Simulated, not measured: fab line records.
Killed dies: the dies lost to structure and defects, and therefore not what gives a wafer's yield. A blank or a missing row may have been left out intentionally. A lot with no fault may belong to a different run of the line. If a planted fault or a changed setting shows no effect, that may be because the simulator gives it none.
Shared-tool check / flow n5-finfet / 8 lots, 24 wafers sampled

## WHAT PROMPTED THE OPENING
At N5_MOL_CONTACT_COAG_CD_MEAS_08 the reading cd-nm is flagged on 2 of 8 lots. No-fault wafers: 28.01 nm, standard deviation 0.23.
Rule: a lot is flagged in two cases, either no wafer of it has a number, or all its wafers with numbers fall more than 4 standard deviations from that mean. The other lots count as sound.

lot=L233; measured=day 5 01:25; on=cd-sem-03; cd-nm (nm), wafer by wafer=28.51 28.28 27.85; flag=
lot=L235; measured=day 5 08:47; on=cd-sem-01; cd-nm (nm), wafer by wafer=28.02 27.94 28.30; flag=
lot=L242; measured=day 7 06:22; on=cd-sem-01; cd-nm (nm), wafer by wafer=27.98 27.82 28.23; flag=
lot=L243; measured=day 7 13:11; on=cd-sem-02; cd-nm (nm), wafer by wafer=27.08 27.04 27.02; flag=FLAGGED
lot=L244; measured=day 7 16:59; on=cd-sem-03; cd-nm (nm), wafer by wafer=27.03 26.73 27.09; flag=FLAGGED
lot=L246; measured=day 8 06:26; on=cd-sem-02; cd-nm (nm), wafer by wafer=28.04 27.93 27.75; flag=
lot=L249; measured=day 9 02:47; on=cd-sem-03; cd-nm (nm), wafer by wafer=27.55 28.17 27.94; flag=
lot=L252; measured=day 9 17:50; on=cd-sem-02; cd-nm (nm), wafer by wafer=27.72 28.46 27.82; flag=
On average the flagged lots' numbers are 27.00 nm, which is -1.01 nm against the usual, or -4 standard deviations.

## WHICH TOOL RAN EACH LOT
Before the reading, the record contains 3 process steps out of a 1938-step route. In each cell: the tool, then ch and the chambers that the sampled wafers went through, then the start.
lot=L233; flag=; N5_GATE_CUT_ETCH_19=rie-diel-05 ch 0,1,3, day 4 21:07; N5_GATE_CUT_CMP_61=cmp-04 ch 2,3, day 5 00:45; N5_MOL_CONTACT_COAG_EXPOSE_05=euv-scanner-01 ch 0, day 5 01:16
lot=L235; flag=; N5_GATE_CUT_ETCH_19=rie-diel-04 ch 0,3, day 5 05:14; N5_GATE_CUT_CMP_61=cmp-03 ch 0,1,2, day 5 08:13; N5_MOL_CONTACT_COAG_EXPOSE_05=euv-scanner-01 ch 0, day 5 08:40
lot=L242; flag=; N5_GATE_CUT_ETCH_19=rie-diel-05 ch 0,3, day 7 02:59; N5_GATE_CUT_CMP_61=cmp-04 ch 2,3, day 7 05:52; N5_MOL_CONTACT_COAG_EXPOSE_05=euv-scanner-02 ch 0, day 7 06:15
lot=L243; flag=FLAGGED; N5_GATE_CUT_ETCH_19=rie-diel-05 ch 0,2,3, day 7 09:33; N5_GATE_CUT_CMP_61=cmp-02 ch 0,2, day 7 12:24; N5_MOL_CONTACT_COAG_EXPOSE_05=euv-scanner-01 ch 0, day 7 13:03
lot=L244; flag=FLAGGED; N5_GATE_CUT_ETCH_19=rie-diel-02 ch 0,1, day 7 13:34; N5_GATE_CUT_CMP_61=cmp-03 ch 0,1,2, day 7 16:29; N5_MOL_CONTACT_COAG_EXPOSE_05=euv-scanner-01 ch 0, day 7 16:52
lot=L246; flag=; N5_GATE_CUT_ETCH_19=rie-diel-02 ch 0,1,3, day 8 02:56; N5_GATE_CUT_CMP_61=cmp-02 ch 0,1,3, day 8 05:47; N5_MOL_CONTACT_COAG_EXPOSE_05=euv-scanner-02 ch 0, day 8 06:18
lot=L249; flag=; N5_GATE_CUT_ETCH_19=rie-diel-05 ch 0,1,2, day 8 19:54; N5_GATE_CUT_CMP_61=cmp-03 ch 1,2, day 9 02:16; N5_MOL_CONTACT_COAG_EXPOSE_05=euv-scanner-02 ch 0, day 9 02:40
lot=L252; flag=; N5_GATE_CUT_ETCH_19=rie-diel-04 ch 0,1, day 9 14:18; N5_GATE_CUT_CMP_61=cmp-04 ch 1,2,3, day 9 17:11; N5_MOL_CONTACT_COAG_EXPOSE_05=euv-scanner-02 ch 0, day 9 17:43
What is done by these steps:
- N5_GATE_CUT_ETCH_19: etches SiNx in CH3F/O2, target depth 53.7 nm, time 76.7 s.
- N5_GATE_CUT_CMP_61: polishes, stops on SiNx, t overpolish 3 s.
- N5_MOL_CONTACT_COAG_EXPOSE_05: exposes mask CA, defocus 0 nm.
- N5_MOL_CONTACT_COAG_CD_MEAS_08: target cd 28 nm.

## FLAGGED AGAINST TOTAL, ONE TOOL AT A TIME (gauges that did the reading follow at the end)
step=N5_GATE_CUT_ETCH_19; tool=rie-diel-02; lots run=2; flagged=1; share of the flagged lots=some; sound lots run after its first flagged lot=1 (L246)
step=N5_GATE_CUT_ETCH_19; tool=rie-diel-04; lots run=2; flagged=0; share of the flagged lots=none; sound lots run after its first flagged lot=-
step=N5_GATE_CUT_ETCH_19; tool=rie-diel-05; lots run=4; flagged=1; share of the flagged lots=some; sound lots run after its first flagged lot=1 (L249)
step=N5_GATE_CUT_CMP_61; tool=cmp-02; lots run=2; flagged=1; share of the flagged lots=some; sound lots run after its first flagged lot=1 (L246)
step=N5_GATE_CUT_CMP_61; tool=cmp-03; lots run=3; flagged=1; share of the flagged lots=some; sound lots run after its first flagged lot=1 (L249)
step=N5_GATE_CUT_CMP_61; tool=cmp-04; lots run=3; flagged=0; share of the flagged lots=none; sound lots run after its first flagged lot=-
step=N5_MOL_CONTACT_COAG_EXPOSE_05; tool=euv-scanner-01; lots run=4; flagged=2; share of the flagged lots=all; sound lots run after its first flagged lot=0
step=N5_MOL_CONTACT_COAG_EXPOSE_05; tool=euv-scanner-02; lots run=4; flagged=0; share of the flagged lots=none; sound lots run after its first flagged lot=-
step=N5_MOL_CONTACT_COAG_CD_MEAS_08; tool=cd-sem-01; lots run=2; flagged=0; share of the flagged lots=none; sound lots run after its first flagged lot=-
step=N5_MOL_CONTACT_COAG_CD_MEAS_08; tool=cd-sem-02; lots run=3; flagged=1; share of the flagged lots=some; sound lots run after its first flagged lot=2 (L246,L252)
step=N5_MOL_CONTACT_COAG_CD_MEAS_08; tool=cd-sem-03; lots run=3; flagged=1; share of the flagged lots=some; sound lots run after its first flagged lot=1 (L249)

## THE TABLE: WHAT IT ALLOWS
In the table, 1 row covers all flagged lots: euv-scanner-01 at N5_MOL_CONTACT_COAG_EXPOSE_05.
- euv-scanner-01 at N5_MOL_CONTACT_COAG_EXPOSE_05 ran 4 lots, 2 of them flagged. It ran its last sound lot, L235, at day 5 08:40 and its first flagged lot, L243, at day 7 13:03: a fault with its onset between the two fits. Its own readings (exposure-dose-mJ-cm2) fall more than 4 standard deviations out on all wafers of the flagged lots.
Left over: one tool, euv-scanner-01 at N5_MOL_CONTACT_COAG_EXPOSE_05.

## WHAT THE SIMULATOR HAD INSERTED
Process parameter drift: euv-scanner-01, from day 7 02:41 on, at N5_MOL_CONTACT_COAG_EXPOSE_05. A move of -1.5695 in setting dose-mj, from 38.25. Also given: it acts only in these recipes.
Shown lots that were struck: L243, L244. This agrees with what the rule above found.
